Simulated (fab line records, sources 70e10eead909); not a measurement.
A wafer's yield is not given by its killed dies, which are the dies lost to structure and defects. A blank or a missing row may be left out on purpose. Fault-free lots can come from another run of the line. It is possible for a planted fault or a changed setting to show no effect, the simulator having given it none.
Which tool did it? | flow nand harc | 42 wafers from 14 lots sampled at 4 of the route's 1159 steps

## WHAT THE GAUGES SHOWED, per wafer
NHARC_THIN_TSV_CD_MEAS_37.
lot  | measured     | on        | cd nm (nm)
L942 | day 19 06:35 | cd sem-03 | 4997.9 4997.9 4997.9
L941 | day 19 07:32 | cd sem-01 | 4998.4 5002.2 4997.0
L943 | day 19 14:08 | cd sem-03 | 5004.7 4998.3 4997.2
L946 | day 19 15:29 | cd sem-03 | 5000.4 4998.4 5001.2
L944 | day 20 00:19 | cd sem-01 | 4998.4 4999.9 4997.8
L945 | day 20 00:53 | cd sem-02 | 5001.6 5002.6 4998.5
L940 | day 20 09:46 | cd sem-01 | 4999.8 5001.4 5000.1
L953 | day 22 08:01 | cd sem-01 | 5001.7 4996.5 4997.7
L952 | day 22 17:17 | cd sem-02 | 4997.9 4999.1 5000.8
L956 | day 23 07:44 | cd sem-02 | 4999.5 5001.9 5001.2
L958 | day 23 14:26 | cd sem-02 | 5000.6 5003.5 5001.0
L959 | day 23 17:38 | cd sem-02 | 4999.6 4996.1 4998.9
L961 | day 24 01:14 | cd sem-02 | 4994.8 5000.3 4992.8
L963 | day 24 14:01 | cd sem-01 | 4997.9 4999.8 5002.6

NHARC_END_SORT_01.
lot  | measured     | on        | killed at array | killed at other | killed at periphery | killed dies | killed open | killed short
L953 | day 22 19:32 | prober-01 | 30 117 98       | 2 0 0           | 7 8 0               | 39 125 98   | 4 5 4       | 1 2 0
L952 | day 23 00:34 | prober-02 | 24 20 81        | 0 2 1           | 4 4 4               | 28 26 86    | 3 6 6       | 4 1 1

## WHICH TOOL RAN EACH LOT (tool, then ch and the chambers of the sampled wafers, then the start)
lot  | NHARC_A_CONTACT_ETCH_118             | NHARC_THIN_TSV_DESCUM_14
L942 | har cap etch-03 ch 0,1, day 16 17:32 | rie diel-12 ch 0,2,3, day 18 23:21
L941 | har cap etch-02 ch 0,1, day 16 18:27 | rie diel-12 ch 0,1,3, day 19 00:28
L943 | har cap etch-01 ch 0,1, day 16 21:31 | rie diel-04 ch 1,2,3, day 19 06:46
L946 | har cap etch-03 ch 0,1, day 17 06:57 | rie diel-04 ch 1,2, day 19 07:59
L944 | har cap etch-02 ch 0,1, day 17 12:07 | rie diel-12 ch 1,3, day 19 16:02
L945 | har cap etch-03 ch 0,1, day 17 17:08 | rie diel-12 ch 1,2,3, day 19 17:16
L940 | har cap etch-02 ch 0,1, day 17 19:56 | rie diel-04 ch 0,3, day 20 02:35
L953 | har cap etch-03 ch 0,1, day 19 08:03 | rie diel-04 ch 0,1,2, day 22 00:36
L952 | har cap etch-03 ch 0,1, day 19 14:51 | rie diel-04 ch 1,2,3, day 22 09:14
L956 | har cap etch-01 ch 0,1, day 20 13:37 | rie diel-12 ch 0,2,3, day 23 00:18
L958 | har cap etch-01 ch 0,1, day 21 03:07 | rie diel-04 ch 1,2, day 23 07:05
L959 | har cap etch-02 ch 0,1, day 21 07:32 | rie diel-04 ch 0,1,2, day 23 10:01
L961 | har cap etch-02 ch 0,1, day 21 16:25 | rie diel-04 ch 0,1,3, day 23 18:01
L963 | har cap etch-02 ch 0,1, day 22 05:05 | rie diel-09 ch 2,3, day 24 06:28
- NHARC_A_CONTACT_ETCH_118: etches the open film in C4F8/O2/Ar, time 94 s, target depth 922 nm.
- NHARC_THIN_TSV_DESCUM_14: chemistry O2, time 3 s.

## WHAT THE TOOLS THEMSELVES READ (means of the sampled wafers that have a number; where no wafer has one, the mark that the record gives instead)
NHARC_A_CONTACT_ETCH_118.
lot  | tool            | chamber pressure mTorr (mTorr)
L942 | har cap etch-03 | 20.016
L941 | har cap etch-02 | 20.002
L943 | har cap etch-01 | 19.986
L946 | har cap etch-03 | 20.009
L944 | har cap etch-02 | 19.999
L945 | har cap etch-03 | 19.989
L940 | har cap etch-02 | 19.996
L953 | har cap etch-03 | 20.002
L952 | har cap etch-03 | 19.990
L956 | har cap etch-01 | 19.988
L958 | har cap etch-01 | 20.011
L959 | har cap etch-02 | 19.994
L961 | har cap etch-02 | 19.991
L963 | har cap etch-02 | 20.005

NHARC_THIN_TSV_DESCUM_14.
lot  | tool        | chamber pressure mTorr (mTorr) | drypump motor current A (A) | oes product au (a.u.) | rf vpp V (V) | showerhead plenum p Torr (Torr) | throttle valve pct (%)
L942 | rie diel-12 | 60.01                          | 5.2                         | 1.003                 | 57.0         | 1.84                            | 11.323
L941 | rie diel-12 | 59.99                          | 5.4                         | 0.999                 | 58.0         | 1.87                            | 11.314
L943 | rie diel-04 | 60.01                          | 5.7                         | 0.997                 | 56.9         | 1.81                            | 11.302
L946 | rie diel-04 | 59.99                          | 5.5                         | 1.002                 | 57.1         | 1.81                            | 11.313
L944 | rie diel-12 | 60.06                          | 5.3                         | 1.003                 | 59.2         | 1.89                            | 11.315
L945 | rie diel-12 | 60.00                          | 5.4                         | 0.991                 | 57.1         | 1.85                            | 11.314
L940 | rie diel-04 | 59.95                          | 6.2                         | 0.996                 | 57.9         | 1.86                            | 11.319
L953 | rie diel-04 | 59.96                          | 5.6                         | 1.008                 | 57.0         | 1.89                            | 11.310
L952 | rie diel-04 | 60.06                          | 5.7                         | 1.000                 | 56.9         | 1.81                            | 11.310
L956 | rie diel-12 | 59.95                          | 5.2                         | 0.993                 | 57.8         | 1.84                            | 11.312
L958 | rie diel-04 | 59.98                          | 5.3                         | 1.003                 | 57.3         | 1.83                            | 11.313
L959 | rie diel-04 | 60.05                          | 5.6                         | 0.996                 | 58.6         | 1.88                            | 11.317
L961 | rie diel-04 | 59.97                          | 5.8                         | 1.000                 | 58.2         | 1.88                            | 11.306
L963 | rie diel-09 | 59.98                          | 6.3                         | 0.991                 | 56.7         | 1.83                            | 11.317

## THE ANSWER, worked out from the rows above alone
Rule: the usual values come from the lots themselves. The widest of any qualifying gaps counts: lots, ordered by their means at a reading, are off when they make up no more than a third of the lots, leave a main group of 4 or more, and stand apart from it by 3 or more times the standard deviation of that group's means. A main group is skipped when, at the precision printed for the reading in the tables above, its means are all equal. Also off: a lot with no number at a reading for which 4 or more lots have one. All remaining lots with rows at the step are treated as sound. Order of review: gauges by route order, followed by the tools' own readings, for which a lot's mean as printed above is used. The first step at which some lot is off is used, and at that step the reading that is off furthest; a lot without a number counts as furthest.
Nothing can be told from this: no lot is off at any reading shown.

## WHAT THE SIMULATOR HAD PUT IN
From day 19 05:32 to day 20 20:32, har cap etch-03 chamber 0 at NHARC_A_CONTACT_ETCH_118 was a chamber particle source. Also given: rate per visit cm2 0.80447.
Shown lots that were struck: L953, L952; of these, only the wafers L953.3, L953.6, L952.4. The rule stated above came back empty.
